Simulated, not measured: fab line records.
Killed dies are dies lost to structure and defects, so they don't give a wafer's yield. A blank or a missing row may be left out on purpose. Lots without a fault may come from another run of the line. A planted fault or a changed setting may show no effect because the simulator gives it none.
Which tool was responsible?    flow n5-finfet    33 wafers from 11 lots sampled at 6 of the route's 1938 steps

## WHAT THE GAUGES READ, wafer by wafer
N5_GATE_CUT_OVL_MEAS_14.
lot   measured     on          GATE_CUT_OVL (nm)
L075  day 4 22:52  overlay-01  -0.7 -0.4 -0.1
L077  day 5 08:34  overlay-02  0.6 0.9 0.7
L079  day 5 22:11  overlay-02  0.1 0.1 0.0
L081  day 6 08:23  overlay-01  0.7 -0.7 0.5
L083  day 6 15:13  overlay-01  -0.1 -0.2 0.1
L085  day 7 04:08  overlay-02  0.0 -0.3 0.0
L088  day 8 01:09  overlay-02  1.1 -0.1 1.0
L090  day 8 11:25  overlay-01  -0.8 0.2 -1.6
L092  day 8 23:02  overlay-01  -0.8 -0.9 -0.3
L094  day 9 13:42  overlay-02  0.5 0.6 0.4
L096  day 9 23:26  overlay-01  0.7 -0.2 0.7

## WHAT TOOL EACH LOT RAN ON (gives the tool, then ch and the chambers of the sampled wafers, and finally the start)
lot   N5_HKMG_FIN_ETCH_31                N5_HKMG_FIN_STRIP_92               N5_HKMG_FIN_ETCHBACK_68           N5_HKMG_FIN_W_FILL_22         N5_HKMG_FIN_CMP_23
L075  rie-diel-02 ch 0,1,3, day 4 14:28  rie-diel-02 ch 0,1,3, day 4 14:53  rie-metal-01 ch 1, day 4 17:06    cvd-w-02 ch 1, day 4 18:16    cmp-03 ch 2,3, day 4 18:24
L077  rie-diel-01 ch 0,3, day 5 00:29    rie-diel-01 ch 0,3, day 5 00:53    rie-metal-02 ch 0,1, day 5 03:04  cvd-w-02 ch 0,1, day 5 04:01  cmp-02 ch 0,3, day 5 04:07
L079  rie-diel-01 ch 0,3, day 5 13:56    rie-diel-01 ch 0,3, day 5 14:21    rie-metal-03 ch 0,1, day 5 16:47  cvd-w-02 ch 0,1, day 5 17:42  cmp-03 ch 0,1,2, day 5 18:04
L081  rie-diel-01 ch 1,2,3, day 6 00:17  rie-diel-01 ch 1,2,3, day 6 00:43  rie-metal-03 ch 0,1, day 6 02:57  cvd-w-02 ch 0,1, day 6 03:52  cmp-02 ch 0,3, day 6 03:58
L083  rie-diel-02 ch 1,2,3, day 6 06:43  rie-diel-02 ch 1,2,3, day 6 07:08  rie-metal-01 ch 0,1, day 6 09:20  cvd-w-01 ch 0,1, day 6 10:23  cmp-03 ch 0,3, day 6 10:29
L085  rie-diel-05 ch 0,2, day 6 19:50    rie-diel-05 ch 0,2, day 6 20:15    rie-metal-02 ch 0,1, day 6 22:25  cvd-w-01 ch 0,1, day 6 23:21  cmp-02 ch 0,2, day 6 23:28
L088  rie-diel-01 ch 1,2,3, day 7 16:54  rie-diel-01 ch 1,2,3, day 7 17:19  rie-metal-01 ch 0,1, day 7 19:38  cvd-w-02 ch 0,1, day 7 20:35  cmp-04 ch 0,2,3, day 7 20:41
L090  rie-diel-02 ch 1,2, day 8 03:25    rie-diel-02 ch 1,2, day 8 03:50    rie-metal-03 ch 1, day 8 06:01    cvd-w-01 ch 0,1, day 8 06:59  cmp-02 ch 0,1,2, day 8 07:15
L092  rie-diel-05 ch 0,3, day 8 13:28    rie-diel-05 ch 0,3, day 8 13:53    rie-metal-03 ch 0,1, day 8 16:14  cvd-w-01 ch 0,1, day 8 17:09  cmp-02 ch 0,3, day 8 17:15
L094  rie-diel-01 ch 0,1,3, day 9 05:38  rie-diel-01 ch 0,1,3, day 9 06:02  rie-metal-03 ch 0,1, day 9 08:13  cvd-w-01 ch 0,1, day 9 09:08  cmp-04 ch 0,1,3, day 9 09:23
L096  rie-diel-01 ch 0,2,3, day 9 14:39  rie-diel-01 ch 0,2,3, day 9 15:04  rie-metal-01 ch 0,1, day 9 17:14  cvd-w-02 ch 0,1, day 9 18:11  cmp-04 ch 0,1,2, day 9 18:59
- N5_HKMG_FIN_ETCH_31: etches SiARC in CF4, target depth 45.5 nm, time 75.8 s.
- N5_HKMG_FIN_STRIP_92: strips SOC in N2/H2, time 20 s.
- N5_HKMG_FIN_ETCHBACK_68: etches the open film in Cl2/Ar, stops on HfO2, target depth 0.5 nm.
- N5_HKMG_FIN_W_FILL_22: material W, target thk 60 nm, time 18.2 s.
- N5_HKMG_FIN_CMP_23: polishes, stops on SiNx, t overpolish 10 s, target thk 46.326 nm.

## THE ANSWER, worked out from the rows above alone
Rule: usual is defined by the lots themselves. The widest of any qualifying gaps counts: lots, ordered by their means at a reading, are off when they make up no more than a third of the lots, leave a main group of 4 or more, and stand apart from it by 3 or more times the standard deviation of that group's means. The tables above print the reading to a certain number of digits; a main group whose means all agree to those digits is not used. A lot without any number at a reading at which 4 lots or more have one is off too. The other lots that the step has rows for count as sound.
No lot is off at any reading shown: from this, nothing can be told.

## WHAT WAS PUT IN BY THE SIMULATOR
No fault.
